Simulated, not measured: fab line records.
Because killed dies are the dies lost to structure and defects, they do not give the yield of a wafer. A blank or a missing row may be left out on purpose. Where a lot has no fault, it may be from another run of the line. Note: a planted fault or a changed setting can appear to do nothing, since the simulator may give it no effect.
fab line records	flow nand-harc
record: lots: 7	wafers: 20	last-day: 31
route steps=1302 shown A_DECK1_JOINT@541 A_ONON_D2@545
lots that met no fault: taken from a fault-free run of the same line
start-h: hours from the record's opening day to when the first of the lot's shown wafers began	wait-h: hours elapsed since this lot's preceding step	" as in the row above	L1.1+2: several wafers, shown together as one row	- either no value or no given start	* or withheld: withheld	< > ~ a bound
route shown NAME@n: names a module that has steps shown in the file, with the first one's number in the route	usual: mean and standard deviation over wafers with no fault	same: alike in all rows	chamber/n: place in a boat	sites: readings site by site	_std_site: the values' standard deviation	_edge_site: outer sites' mean less inner sites'	radius-mm: for every site, how far away it sits from the centre of the wafer	mask NAME#n: copy n	behind: tool/chamber where the wafer was last shaped	hold: what put the lot on hold/how long, in hours/how the hold closed	device: the transistor (n, p or np) that didn't switch	end of line: the route-end tests of the same wafers	step lacking rows: just its recipe	killed: at the first sort, the dies lost to defects and structure; wafer yield is something else	map: dies across one wafer; x = killed, . = not, _ = none there
set.NAME: the setting as run; set.NAME@STEP: as run at that earlier step	model.NAME: the simulator's own value behind a step, which no gauge read
lots at selected steps of the route; one table per step, one row per wafer
services: a tool's chamber out of use, with start hour (start-h, from the record's first day; less than 0 if before it), hours out, and reason
== steps ==
step: NHARC_A_DECK1_JOINT_SRD_15
step: NHARC_A_DECK1_JOINT_DEP_16
recipe: target-thk-a: 450	temp-c: 400	pressure-torr: 6.5	rf-w: 900	teos-flow-sccm: 161.4	flow-sccm: 2650	target-thk-nm: 45	gas: O2	material: SiO2
usual: heater-power-w: 597/75	throttle-valve-pct: 16.0/0.54
lot.wafer	tool	chamber	start-h	wait-h	heater-power-w	throttle-valve-pct
L408.2	pecvd-01	2	305.38	0.1	685	15.9
L408.4	"	0	"	"	637	16.4
L408.6	"	1	"	"	654	15.5
L411.2	pecvd-04	2	319.19	0.1	618	16.0
L411.3	"	1	"	"	718	15.5
L411.5	"	2	"	"	597	16.0
L413.1	pecvd-03	1	329.93	0.1	690	15.1
L413.5	"	2	"	"	497	15.5
L413.4	"	0	"	"	552	16.5
L412.1	pecvd-03	1	335.42	0.1	658	15.1
L412.3	"	2	"	"	537	15.6
L412.5	"	0	"	"	526	16.5
L414.3	pecvd-03	1	355.80	0.1	590	14.8
L414.4	"	0	"	"	564	16.6
L416.3	pecvd-03	2	358.33	0.1	556	15.7
L416.5	"	1	"	"	736	15.2
L416.4	"	2	"	"	561	15.8
L425.2	pecvd-03	2	448.93	0.1	564	15.7
L425.3	"	0	"	"	580	16.7
L425.6	"	2	"	"	572	15.6
step: NHARC_A_DECK1_JOINT_THK_MEAS_17
recipe: thk-meas-gauge: ellipsometry
usual: thk-nm: 45.1/1.3
lot.wafer	tool	chamber	start-h	wait-h	thk-nm
L408.2	film-metro-02	-	305.66	0.3	42.3
L408.4	"	-	"	"	45.4
L408.6	"	-	"	"	43.4
L411.2	film-metro-01	-	319.47	0.3	44.0
L411.3	"	-	"	"	45.1
L411.5	"	-	"	"	44.5
L413.1	film-metro-01	-	330.15	0.2	45.5
L413.4	"	-	"	"	43.1
L413.5	"	-	"	"	44.6
L412.1	film-metro-01	-	335.70	0.3	43.9
L412.3	"	-	"	"	46.6
L412.5	"	-	"	"	44.1
L414.3	film-metro-02	-	356.08	0.3	46.7
L414.4	"	-	"	"	44.7
L416.3	film-metro-01	-	358.58	0.2	43.8
L416.4	"	-	"	"	44.1
L416.5	"	-	"	"	47.7
L425.2	film-metro-02	-	449.28	0.3	45.3
L425.3	"	-	"	"	45.4
L425.6	"	-	"	"	46.8
step: NHARC_A_DECK1_JOINT_INSPECT_05
usual: raw-defect-count: 296/92
lot.wafer	tool	chamber	start-h	wait-h	raw-defect-count
L408.2	defect-inspect-01	-	305.69	0.0	274
L408.4	"	-	"	"	424
L408.6	"	-	"	"	465
L411.2	defect-inspect-02	-	319.51	0.0	401
L411.3	"	-	"	"	280
L411.5	"	-	"	"	263
L413.1	defect-inspect-02	-	330.19	0.0	344
L413.4	"	-	"	"	298
L413.5	"	-	"	"	242
L412.1	defect-inspect-01	-	335.74	0.0	319
L412.3	"	-	"	"	286
L412.5	"	-	"	"	315
L414.3	defect-inspect-01	-	356.12	0.0	270
L414.4	"	-	"	"	281
L416.3	defect-inspect-01	-	358.62	0.0	269
L416.4	"	-	"	"	207
L416.5	"	-	"	"	380
L425.2	defect-inspect-01	-	449.32	0.0	251
L425.3	"	-	"	"	273
L425.6	"	-	"	"	269
step: NHARC_A_ONON_D2_DEP_00
recipe: target-thk-a: 10000	n2-flow-sccm: 2750	n2o-flow-sccm: 2000	nh3-flow-sccm: 500	sih4-flow-sccm: 210	temp-c: 400
step: NHARC_A_ONON_D2_THK_MEAS_02
recipe: thk-meas-gauge: ellipsometry
usual: thk-nm: 1002/13
lot.wafer	tool	chamber	start-h	wait-h	thk-nm
L408.2	film-metro-02	-	306.27	-	988
L408.4	"	-	"	"	989
L408.6	"	-	"	"	991
L411.2	film-metro-02	-	320.08	-	990
L411.3	"	-	"	"	986
L411.5	"	-	"	"	987
L413.1	film-metro-01	-	330.77	-	983
L413.4	"	-	"	"	986
L413.5	"	-	"	"	984
L412.1	film-metro-02	-	336.31	-	987
L412.3	"	-	"	"	988
L412.5	"	-	"	"	988
L414.3	film-metro-01	-	356.69	-	1020
L414.4	"	-	"	"	1019
L416.3	film-metro-01	-	359.31	-	1001
L416.4	"	-	"	"	1001
L416.5	"	-	"	"	1000
L425.2	film-metro-02	-	449.90	-	1024
L425.3	"	-	"	"	1024
L425.6	"	-	"	"	1025
step: NHARC_A_ONON_D2_DEP_03
recipe: target-thk-a: 10000	n2-flow-sccm: 2750	n2o-flow-sccm: 2000	nh3-flow-sccm: 500	sih4-flow-sccm: 210	temp-c: 400
step: NHARC_A_ONON_D2_THK_MEAS_05
recipe: thk-meas-gauge: ellipsometry
usual: thk-nm: 999/8.8
lot.wafer	tool	chamber	start-h	wait-h	thk-nm
L408.2	film-metro-01	-	306.83	-	998
L408.4	"	-	"	"	999
L408.6	"	-	"	"	999
L411.2	film-metro-01	-	320.64	-	990
L411.3	"	-	"	"	988
L411.5	"	-	"	"	990
L413.1	film-metro-01	-	331.36	-	984
L413.4	"	-	"	"	986
L413.5	"	-	"	"	984
L412.1	film-metro-02	-	336.88	-	998
L412.3	"	-	"	"	996
L412.5	"	-	"	"	998
L414.3	film-metro-01	-	357.26	-	995
L414.4	"	-	"	"	996
L416.3	film-metro-02	-	359.88	-	993
L416.4	"	-	"	"	994
L416.5	"	-	"	"	994
L425.2	film-metro-02	-	450.46	-	1006
L425.3	"	-	"	"	1004
L425.6	"	-	"	"	1004
step: NHARC_A_ONON_D2_DEP_06
recipe: target-thk-a: 10000	n2-flow-sccm: 2750	n2o-flow-sccm: 2000	nh3-flow-sccm: 500	sih4-flow-sccm: 210	temp-c: 400
step: NHARC_A_ONON_D2_THK_MEAS_08
recipe: thk-meas-gauge: ellipsometry
usual: thk-nm: 998/7.1
lot.wafer	tool	chamber	start-h	wait-h	thk-nm
L408.2	film-metro-01	-	307.40	-	997
L408.4	"	-	"	"	1001
L408.6	"	-	"	"	998
L411.2	film-metro-01	-	321.34	-	998
L411.3	"	-	"	"	997
L411.5	"	-	"	"	997
L413.1	film-metro-02	-	331.92	-	1001
L413.4	"	-	"	"	1003
L413.5	"	-	"	"	1004
L412.1	film-metro-02	-	337.45	-	1001
L412.3	"	-	"	"	1001
L412.5	"	-	"	"	1001
L414.3	film-metro-02	-	357.82	-	1010
L414.4	"	-	"	"	1011
L416.3	film-metro-02	-	360.44	-	997
L416.4	"	-	"	"	996
L416.5	"	-	"	"	995
L425.2	film-metro-02	-	451.03	-	996
L425.3	"	-	"	"	996
L425.6	"	-	"	"	994
step: NHARC_A_ONON_D2_DEP_09
recipe: target-thk-a: 10000	n2-flow-sccm: 2750	n2o-flow-sccm: 2000	nh3-flow-sccm: 500	sih4-flow-sccm: 210	temp-c: 400
step: NHARC_A_ONON_D2_THK_MEAS_11
recipe: thk-meas-gauge: ellipsometry
usual: thk-nm: 996/10
lot.wafer	tool	chamber	start-h	wait-h	thk-nm
L408.2	film-metro-02	-	307.96	-	994
L408.4	"	-	"	"	996
L408.6	"	-	"	"	997
L411.2	film-metro-02	-	322.04	-	995
L411.3	"	-	"	"	994
L411.5	"	-	"	"	993
L413.1	film-metro-02	-	332.49	-	1010
L413.4	"	-	"	"	1010
L413.5	"	-	"	"	1010
L412.1	film-metro-02	-	338.02	-	982
L412.3	"	-	"	"	983
L412.5	"	-	"	"	984
L414.3	film-metro-01	-	358.39	-	1014
L414.4	"	-	"	"	1013
L416.3	film-metro-02	-	361.01	-	987
L416.4	"	-	"	"	988
L416.5	"	-	"	"	988
L425.2	film-metro-02	-	451.60	-	1006
L425.3	"	-	"	"	1004
L425.6	"	-	"	"	1004
step: NHARC_A_ONON_D2_DEP_12
recipe: target-thk-a: 10000	n2-flow-sccm: 2750	n2o-flow-sccm: 2000	nh3-flow-sccm: 500	sih4-flow-sccm: 210	temp-c: 400
usual: nh3-flow-sccm: 500.4/1.6
lot.wafer	tool	chamber	start-h	wait-h	nh3-flow-sccm
L408.2	pecvd-onon-04	0	308.08	0.1	500.3
L408.4	"	0	"	"	500.1
L408.6	"	0	"	"	501.3
L411.2	pecvd-onon-02	0	322.29	0.3	503.3
L411.3	"	0	"	"	502.7
L411.5	"	0	"	"	502.1
L413.1	pecvd-onon-01	0	332.54	0.1	498.9
L413.4	"	0	"	"	498.3
L413.5	"	0	"	"	500.1
L412.1	pecvd-onon-02	0	338.08	0.1	497.7
L412.3	"	0	"	"	499.2
L412.5	"	0	"	"	500.3
L414.3	pecvd-onon-02	0	358.56	0.2	500.7
L414.4	"	0	"	"	502.1
L416.3	pecvd-onon-02	0	361.18	0.2	499.8
L416.4	"	0	"	"	500.6
L416.5	"	0	"	"	500.5
L425.2	pecvd-onon-02	0	451.71	0.1	501.6
L425.3	"	0	"	"	500.6
L425.6	"	0	"	"	499.2
step: NHARC_A_ONON_D2_THK_MEAS_14
recipe: thk-meas-gauge: ellipsometry
usual: thk-nm: 1000/8.5
lot.wafer	tool	chamber	start-h	wait-h	thk-nm
L408.2	film-metro-01	-	308.53	-	1013
L408.4	"	-	"	"	1014
L408.6	"	-	"	"	1014
L411.2	film-metro-02	-	322.75	-	1010
L411.3	"	-	"	"	1010
L411.5	"	-	"	"	1008
L413.1	film-metro-01	-	333.08	-	995
L413.4	"	-	"	"	996
L413.5	"	-	"	"	993
L412.1	film-metro-02	-	338.59	-	989
L412.3	"	-	"	"	621
L412.5	"	-	"	"	620
L414.3	film-metro-01	-	358.95	-	633
L414.4	"	-	"	"	1003
L416.3	film-metro-01	-	361.58	-	637
L416.4	"	-	"	"	1004
L416.5	"	-	"	"	636
L425.2	film-metro-02	-	452.16	-	1006
L425.3	"	-	"	"	1006
L425.6	"	-	"	"	1005
step: NHARC_A_ONON_D2_ANNEAL_15
recipe: temp-c: 750	time-s: 3600
== services ==
tool	chamber	start-h	hours	kind
pecvd-04	0	282.00	-	clean
pecvd-04	1	282.00	-	clean
pecvd-04	2	282.00	-	clean
pecvd-01	-	311.00	13.0	pm
pecvd-01	0	311.00	13.0	vent-cycle
pecvd-01	1	311.00	13.0	vent-cycle
pecvd-01	2	311.00	13.0	vent-cycle
pecvd-onon-04	-	311.18	13.0	pm
pecvd-01	0	324.00	-	clean
pecvd-01	-	330.75	0.5	repair
pecvd-04	-	362.97	1.0	repair
pecvd-03	-	366.00	13.0	pm
pecvd-03	0	366.00	13.0	vent-cycle
pecvd-03	1	366.00	13.0	vent-cycle
pecvd-03	2	366.00	13.0	vent-cycle
pecvd-onon-02	-	366.11	13.0	pm
pecvd-03	0	379.00	-	clean
pecvd-03	1	379.00	-	clean
pecvd-03	2	379.00	-	clean
pecvd-onon-01	-	383.33	6.7	repair
pecvd-03	0	402.14	5.6	repair
pecvd-03	1	446.11	4.1	repair
pecvd-04	-	450.00	13.0	pm
pecvd-onon-01	-	450.20	13.0	pm
== key ==
first-sign: step: NHARC_A_ONON_D2_THK_MEAS_14	reading: thk-nm	direction: down	sigmas: 44	usual: 1000	struck: 629
effect none on later readings
met-at NHARC_A_ONON_D2_DEP_12
struck-wafers L412.3,L412.5,L414.3,L416.3,L416.5
later-rows-left-out L412.3,L412.5,L414.3,L416.3,L416.5
sort-left-out L412.3,L412.5,L414.3,L416.3,L416.5
tester-left-out L412,L414,L416
onset-between 322.29 338.08
fault: kind: process-parameter-drift	tool: pecvd-onon-02	chamber: -	onset-h: 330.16	steps: NHARC_A_ONON_D2_DEP_12	channel: target-thk-a	offset: *	shape: step	end-h: 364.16	scope: struck-wafers-only	acts-in: *	stated: *
tester-left-out: of these lots the tester's yield and bins aren't shown, on N5 and GAA mostly nor the transistor test; their killed dies are dies lost to structure and defects alone, not to doping, threshold or leakage, so they don't give the yield
sort-left-out: the simulated sort isn't trusted on such a fault, so these wafers' sort isn't shown, and their yield isn't known
later-rows-left-out: the simulator's readings of these wafers behind a module that went badly wrong aren't trusted and aren't shown, but for the sort
